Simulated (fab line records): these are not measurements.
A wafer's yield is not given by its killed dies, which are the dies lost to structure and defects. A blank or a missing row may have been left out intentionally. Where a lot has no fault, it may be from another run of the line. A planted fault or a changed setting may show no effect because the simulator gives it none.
Matching of chambers / flow nand-harc / NHARC_P_M2_PRE_CLEAN_32 on pecvd-04 has 3 sister chambers
The step time 12 s. 6 wafers are shown with their chamber, then 7 later ones without.

== EACH WAFER AND ITS CHAMBER ==
wafer=L260.3; chamber=2; heater-power-w (W)=629
wafer=L267.1; chamber=1; heater-power-w (W)=574
wafer=L267.4; chamber=0; heater-power-w (W)=712
wafer=L267.6; chamber=1; heater-power-w (W)=574
wafer=L275.4; chamber=2; heater-power-w (W)=588
wafer=L275.5; chamber=0; heater-power-w (W)=628

== WAFERS WITHOUT THEIR CHAMBER ==
wafer=L275.6; heater-power-w (W)=534
wafer=L279.2; heater-power-w (W)=549
wafer=L279.5; heater-power-w (W)=561
wafer=L279.6; heater-power-w (W)=551
wafer=L280.1; heater-power-w (W)=523
wafer=L280.4; heater-power-w (W)=683
wafer=L280.5; heater-power-w (W)=635

== CHAMBER TAKEN BY EACH ==
wafer=L275.6; from the rows above=can't be placed: 1 or 2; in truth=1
wafer=L279.2; from the rows above=can't be placed: 1 or 2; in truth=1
wafer=L279.5; from the rows above=can't be placed: 1 or 2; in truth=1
wafer=L279.6; from the rows above=can't be placed: 1 or 2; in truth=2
wafer=L280.1; from the rows above=can't be placed: 1 or 2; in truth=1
wafer=L280.4; from the rows above=can't be placed: 0 or 2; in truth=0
wafer=L280.5; from the rows above=can't be placed: 2 or 0 or 1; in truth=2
0 of 7 placed correctly. Not placeable from these rows: 7 (in 7, the candidates include the true chamber). Placed wrongly: 0.
How it was worked out, from the rows above alone: a wafer's distance from a chamber is the root of the sum, over the readings, of the square of ((its reading less the chamber's mean) divided by the reading's scatter). The wafer belongs to the nearest chamber; if the next one is less than 2 further off, it can't be placed. Each chamber's mean is taken over the wafers shown for it. How the scatter is found: for the shown wafers, subtract from each reading the mean of its chamber, square and add these, divide the total by (wafers less chambers), then take the root.
